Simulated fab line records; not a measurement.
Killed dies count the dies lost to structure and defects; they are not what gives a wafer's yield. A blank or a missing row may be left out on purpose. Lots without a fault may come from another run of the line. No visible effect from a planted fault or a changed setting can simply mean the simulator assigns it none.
Split-lot study    flow n5-finfet    7 lots, 21 wafers read, on a route of 1938 steps

THE SPLIT ITSELF
At N5_BEOL_M7_ETCH_62 (etches SOC in N2/H2, target depth 110 nm, overetch 22 nm, time 165 s), the setting source-w was moved away from the recipe's 840 W on 10 of the 21 wafers read, by -11.9% to +17.9%. This setting was run at the recipe's value on the other wafers.

The reading is taken at the split's own step.

THE READING
rf-vpp-V, in V, at N5_BEOL_M7_ETCH_62 (etches SOC in N2/H2, target depth 110 nm, overetch 22 nm, time 165 s). Fault-free wafers of this fab line usually give 525.0 V, standard deviation 2.3 V.

wafer   tool, chamber at the split  source-w as run, W  against the recipe  rf-vpp-V, V  against lot-mates on the recipe
L075.1  rie-diel-03, 2              990.6               +17.9%              495.4        -27.9
L075.4  rie-diel-03, 1              990.6               +17.9%              492.0        -31.3
L075.6  rie-diel-03, 2              840                 recipe              523.3        -
L076.1  rie-diel-03, 1              768.6               -8.5%               535.7        +11.7
L076.4  rie-diel-03, 2              840                 recipe              524.0        -
L076.6  rie-diel-03, 2              768.6               -8.5%               540.0        +16.0
L078.1  rie-diel-03, 2              768.3               -8.5%               538.4        +10.0
L078.2  rie-diel-03, 1              768.3               -8.5%               536.6        +8.2
L078.6  rie-diel-03, 3              840                 recipe              528.4        -
L085.1  rie-diel-03, 2              913.1               +8.7%               510.5        -15.9
L085.4  rie-diel-03, 3              840                 recipe              527.8        -
L085.5  rie-diel-03, 0              840                 recipe              525.0        -
L089.3  rie-diel-04, 0              905                 +7.7%               510.9        -15.7
L089.5  rie-diel-04, 1              840                 recipe              526.6        -
L089.6  rie-diel-04, 2              905                 +7.7%               512.9        -13.7
L093.4  rie-diel-03, 2              840                 recipe              524.7        -
L093.5  rie-diel-03, 2              840                 recipe              524.1        -
L093.6  rie-diel-03, 3              840                 recipe              527.4        -
L097.3  rie-diel-02, 1              840                 recipe              524.4        -
L097.5  rie-diel-02, 1              740                 -11.9%              545.9        +21.8
L097.6  rie-diel-02, 2              840                 recipe              523.9        -

FIT RESULTS
A straight line over all 21 wafers: rf-vpp-V changes by -1.68 V for each +1% of source-w; r = -0.99; the points scatter about the line by 1.9 V.
The same after taking each lot's own level away (the mean of its wafers on the recipe; 21 wafers): -1.63 V for each +1%; r = -0.99; scatter 2.1 V.
The reading moves by 29 V for the largest change in source-w, on that fit.
The lots' own levels span 523.30 to 528.40 V, that is 2.2 times the standard deviation above.
So the lot-to-lot level changes the slope little: the two slopes agree.
Check: with one of the wafers moved furthest among these (+17.9%) left out of the fit, the line predicts -30.6 V for it against its lot-mates. It came out at -27.9 V against them.
Tool readings at the split's step, against how far the setting was moved: rf-vpp-V r = -0.99.

THE WHOLE CHAIN: every reading that the file lists as answering this split, in the file's order
step                what it does                                                          reading                                                                           change (the file's fit)                 r (the file's)
N5_BEOL_M7_ETCH_62  etches SOC in N2/H2, target depth 110 nm, overetch 22 nm, time 165 s  rf-vpp-V                                                                          -1.66 V for each +1% of the setting     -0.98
N5_BEOL_M7_ETCH_62  etches SOC in N2/H2, target depth 110 nm, overetch 22 nm, time 165 s  SiARC_of_BEOL_M7_COAT_60.thk-nm (the simulator's own value, which no gauge read)  -0.0396 nm for each +1% of the setting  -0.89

THE FILE'S OWN FIT
rf-vpp-V changes by -1.66 V for each +1% of source-w, r = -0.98.
